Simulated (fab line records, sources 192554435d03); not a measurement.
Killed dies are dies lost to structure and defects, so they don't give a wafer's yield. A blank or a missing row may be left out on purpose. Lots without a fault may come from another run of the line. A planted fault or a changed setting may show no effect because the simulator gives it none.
A struck lot beside a sound one | flow n5_finfet | 17 steps out of a route of 1938
Sound: wafers L702.1, L702.3, L702.4. Struck: wafer L692.5. (L692.4 of the same lot was not struck and is left out.) The cause comes at the end.
At each step with rows: each side's tool, then ch and its chambers, then its first start. Under that, the readings that differ: sound wafers | struck wafers | difference of the means | sigmas: that difference in standard deviations of wafers without a fault.
alike: readings whose means differ by less than 2 such deviations, and words and numbers that are the same on both sides. not compared: withheld readings, readings that some wafer has no value for, bounds like >300 that may hide the same value, and numbers for which the record gives no deviation and whose values overlap.
The two part at a step that has a row with sigmas, a row that says differs or no value, or rows on one side only. Numbers that don't overlap but have no deviation are shown without sigmas and don't part them. A reading that every wafer of one side lacks parts them only if that side has two wafers or more.

N5_BEOL_M0_SAQP_HM_DEP_111: deposits SiO2 from SiH4/N2O, target thk 12 nm, time 7.2 s.
  sound on pecvd-03 ch 1,2, day 10 17:33; struck on pecvd-04 ch 1, day 8 12:32
  alike: heater_power_outer_w, heater_power_w, showerhead_plenum_p_Torr
then, 8 steps without rows for these wafers: N5_BEOL_M0_SAQP_COAT_81 (time 60 s, resist thk 100 nm); N5_BEOL_M0_SAQP_COAT_82 (time 60 s, resist thk 30 nm); N5_BEOL_M0_SAQP_COAT_08 (resist thk 90 nm); N5_BEOL_M0_SAQP_EBR_10; N5_BEOL_M0_SAQP_SOFTBAKE_09 (time 60 s); N5_BEOL_M0_SAQP_EXPOSE_11 (exposes mask M0 CORE, target cd 42 nm); N5_BEOL_M0_SAQP_PEB_12 (peb time 60 s); N5_BEOL_M0_SAQP_DEVELOP_13 (develop time 30 s).
N5_BEOL_M0_SAQP_CD_MEAS_14: target cd 42.5 nm.
  sound on cd_sem-02 ch 0, day 10 18:00; struck on cd_sem-01 ch 0, day 8 12:52
  alike: cd_nm
N5_BEOL_M0_SAQP_OVL_MEAS_15:
  sound on overlay-01 ch 0, day 10 18:02; struck on overlay-02 ch 0, day 8 12:53
  alike: M0_CORE_OVL
N5_BEOL_M0_SAQP_INSPECT_16: inspects for defects (brightfield).
  sound on defect_inspect-02, day 10 18:03; struck on defect_inspect-01, day 8 12:55
  alike: raw_defect_count
N5_BEOL_M0_SAQP_DESCUM_19: chemistry O2, time 7.9 s.
  sound on rie_diel-06 ch 0,1,3, day 10 18:05; struck on rie_diel-04 ch 3, day 8 12:56
  reading                                           | sound          | struck | difference | sigmas
  model.CAR-ArF_of_BEOL_M0_SAQP_COAT_08.thk_nm (nm) | 83.8 83.6 83.6 | 84.4   | +0.7       |
  alike: drypump_motor_current_A, o2_flow_sccm, oes_product_au, rf_vpp_V, showerhead_plenum_p_Torr, throttle_valve_pct
  not compared: rf_hours_counter_h
N5_BEOL_M0_SAQP_ETCH_83: etches SiARC in CF4, target depth 39 nm, time 65 s.
  sound on rie_diel-06 ch 0,1,3, day 10 18:07; struck on rie_diel-04 ch 3, day 8 12:58
  reading                                           | sound          | struck | difference | sigmas
  model.CAR-ArF_of_BEOL_M0_SAQP_COAT_08.thk_nm (nm) | 55.8 55.6 55.8 | 56.4   | +0.7       |
  alike: drypump_motor_current_A, etch_rf_on_time_s, oes_product_au, rf_vpp_V, showerhead_plenum_p_Torr, throttle_valve_pct
  not compared: rf_hours_counter_h
N5_BEOL_M0_SAQP_ETCH_84: etches SOC in N2/H2, target depth 100 nm, overetch 20 nm, time 150 s.
  sound on rie_diel-06 ch 0,1,3, day 10 18:10; struck on rie_diel-04 ch 3, day 8 13:01
  alike: drypump_motor_current_A, oes_product_au, rf_vpp_V, showerhead_plenum_p_Torr, throttle_valve_pct
  not compared: rf_hours_counter_h
-- the record jumps here: 3 days lie between the struck wafers' starts before and after (it left off in module BEOL_M0_SAQP and takes up again in module BEOL_M4, whose first step shown is number 1111 of the route) --
N5_BEOL_M4_RC_MEAS_101:
  sound on prober-01 ch 0, day 13 21:16; struck on prober-02 ch 0, day 11 12:21
  alike: DIBL_N, DIBL_P, IOFF_N, IOFF_P, ION_N, ION_P, SS_N, SS_P, VT_N, VT_P
N5_PASSIVATION_PROBE_49:
  the record has rows for the sound wafers here (prober-01, day 18 06:04) and none for the struck ones

WHERE THEY PART
Only at N5_PASSIVATION_PROBE_49, within this record.

WHY: what the simulator had put in
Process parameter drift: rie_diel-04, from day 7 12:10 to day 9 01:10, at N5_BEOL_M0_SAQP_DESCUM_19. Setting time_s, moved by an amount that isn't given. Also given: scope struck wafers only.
